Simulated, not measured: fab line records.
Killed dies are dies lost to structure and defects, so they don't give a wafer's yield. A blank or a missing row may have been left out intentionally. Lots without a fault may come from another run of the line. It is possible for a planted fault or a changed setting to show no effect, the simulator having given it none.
Chamber matching -- flow n5 finfet -- N5_BEOL_M1_CMP_52 on cmp-04 has 4 sister chambers
The step polishes, stops on SiOC, t overpolish 6.8 s, target thk 40 nm. 14 wafers are shown with their chamber, then 6 later ones without.

## WAFERS, EACH WITH ITS CHAMBER
wafer,chamber,motor current A (A),retaining ring pressure frac,time to endpoint s (s)
L970.1,2,6.5,1.001,61
L970.3,3,5.0,0.997,60
L973.1,0,4.7,1.006,63
L973.2,1,6.3,0.995,61
L973.5,0,4.3,1.004,65
L976.1,2,6.1,1.008,61
L976.2,0,4.8,1.001,57
L977.2,2,6.3,1.000,61
L985.1,0,4.7,1.003,61
L985.5,1,5.9,1.004,62
L985.6,0,4.7,1.001,61
L989.3,1,6.2,1.003,63
L989.5,3,4.8,0.999,67
L989.6,2,6.1,1.008,65

SIGNATURES, as means of the wafers listed above
reading,chamber 0,chamber 1,chamber 2,chamber 3,scatter within a chamber
motor current A,4.640,6.133,6.250,4.900,0.192
retaining ring pressure frac,1.00300,1.00067,1.00425,0.99800,0.00354
time to endpoint s,61.40,62.00,62.00,63.50,2.71
Rule: for a wafer and a chamber, the distance is found by dividing, reading by reading, the gap between the wafer's reading and the chamber's mean by the reading's scatter, squaring, summing and taking the root. If the next closest chamber is less than 2 further off than the closest, the wafer can't be placed; otherwise it belongs to the closest. How the scatter is found: for the shown wafers, subtract from each reading the mean of its chamber, square and add these, divide the total by (wafers less chambers), then take the root.

## WAFERS MISSING THEIR CHAMBER
wafer,motor current A (A),retaining ring pressure frac,time to endpoint s (s)
L993.1,6.4,1.001,63
L993.3,4.7,0.994,65
L993.6,4.9,1.006,64
L991.2,4.9,1.000,65
L991.3,6.3,1.005,61
L991.6,6.4,1.004,62

## THE CHAMBER EACH PASSED THROUGH
wafer,from the rows above,in truth
L993.1,can't be placed: 2 or 1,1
L993.3,can't be placed: 3 or 0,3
L993.6,can't be placed: 0 or 3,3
L991.2,can't be placed: 3 or 0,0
L991.3,can't be placed: 2 or 1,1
L991.6,can't be placed: 2 or 1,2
0 of 6 placed correctly. These rows do not allow placing 6 (true chamber among the candidates in 6). Wrongly placed: 0.
